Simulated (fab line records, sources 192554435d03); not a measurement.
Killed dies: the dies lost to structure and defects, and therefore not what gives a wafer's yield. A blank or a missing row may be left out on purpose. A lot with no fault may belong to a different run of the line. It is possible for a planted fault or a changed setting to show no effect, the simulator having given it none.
Matching of chambers + flow n5_finfet + N5_BEOL_M5_PECVD_70 on pecvd-01: 3 sister chambers
The step deposits SiO2 from TEOS/O2, target thk 16 nm, time 18 s. 16 wafers are shown with their chamber, then 8 later ones without.

## EACH WAFER AND ITS CHAMBER
| wafer  | chamber | throttle_valve_pct (%) | showerhead_plenum_p_Torr (Torr) | heater_power_w (W) |
|--------|---------|------------------------|---------------------------------|--------------------|
| L075.1 | 1       | 24.5                   | 8.81                            | 600                |
| L075.4 | 0       | 21.2                   | 8.78                            | 598                |
| L075.5 | 2       | 23.3                   | 8.78                            | 610                |
| L077.2 | 0       | 21.4                   | 8.73                            | 596                |
| L077.3 | 1       | 24.1                   | 8.82                            | 625                |
| L077.6 | 2       | 23.6                   | 8.77                            | 605                |
| L078.2 | 1       | 24.6                   | 8.79                            | 586                |
| L078.5 | 2       | 23.7                   | 8.78                            | 558                |
| L078.6 | 1       | 24.2                   | 8.81                            | 588                |
| L086.1 | 0       | 21.5                   | 8.77                            | 539                |
| L086.4 | 2       | 23.6                   | 8.77                            | 606                |
| L086.5 | 1       | 24.3                   | 8.80                            | 618                |
| L083.1 | 0       | 21.3                   | 8.74                            | 620                |
| L083.3 | 2       | 23.8                   | 8.79                            | 550                |
| L083.5 | 2       | 23.7                   | 8.78                            | 537                |
| L090.1 | 0       | 21.1                   | 8.76                            | 592                |

SIGNATURES (means of the wafers above)
| reading                  | chamber 0 | chamber 1 | chamber 2 | scatter within a chamber |
|--------------------------|-----------|-----------|-----------|--------------------------|
| throttle_valve_pct       | 21.300    | 24.340    | 23.617    | 0.18                     |
| showerhead_plenum_p_Torr | 8.7560    | 8.8060    | 8.7783    | 0.0139                   |
| heater_power_w           | 589.00    | 603.40    | 577.67    | 28.1                     |
Rule: a wafer lies at a distance from a chamber equal to the root of the sum of squares, over the readings, of (its reading less the chamber's mean, divided by the reading's scatter). If the next closest chamber is less than 2 further off than the closest, the wafer can't be placed; otherwise it belongs to the closest. How the scatter is found: for the shown wafers, subtract from each reading the mean of its chamber, square and add these, divide the total by (wafers less chambers), then take the root.

## WAFERS MISSING THEIR CHAMBER
| wafer  | throttle_valve_pct (%) | showerhead_plenum_p_Torr (Torr) | heater_power_w (W) |
|--------|------------------------|---------------------------------|--------------------|
| L090.4 | 23.7                   | 8.76                            | 531                |
| L090.5 | 21.5                   | 8.76                            | 619                |
| L095.2 | 21.3                   | 8.76                            | 530                |
| L095.5 | 21.5                   | 8.78                            | 513                |
| L095.6 | 24.1                   | 8.77                            | 578                |
| L096.1 | 21.3                   | 8.73                            | 639                |
| L096.2 | 24.3                   | 8.82                            | 583                |
| L096.3 | 24.2                   | 8.76                            | 485                |

## CHAMBER TAKEN BY EACH
| wafer  | from the rows above     | in truth |
|--------|-------------------------|----------|
| L090.4 | 2                       | 2        |
| L090.5 | 0                       | 0        |
| L095.2 | 0                       | 0        |
| L095.5 | 0                       | 0        |
| L095.6 | can't be placed: 2 or 1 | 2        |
| L096.1 | 0                       | 0        |
| L096.2 | 1                       | 1        |
| L096.3 | can't be placed: 2 or 1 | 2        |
6 of 8 placed correctly. From these rows, 2 cannot be placed; in 2 the true chamber is one of the candidates. Number placed wrongly: 0.
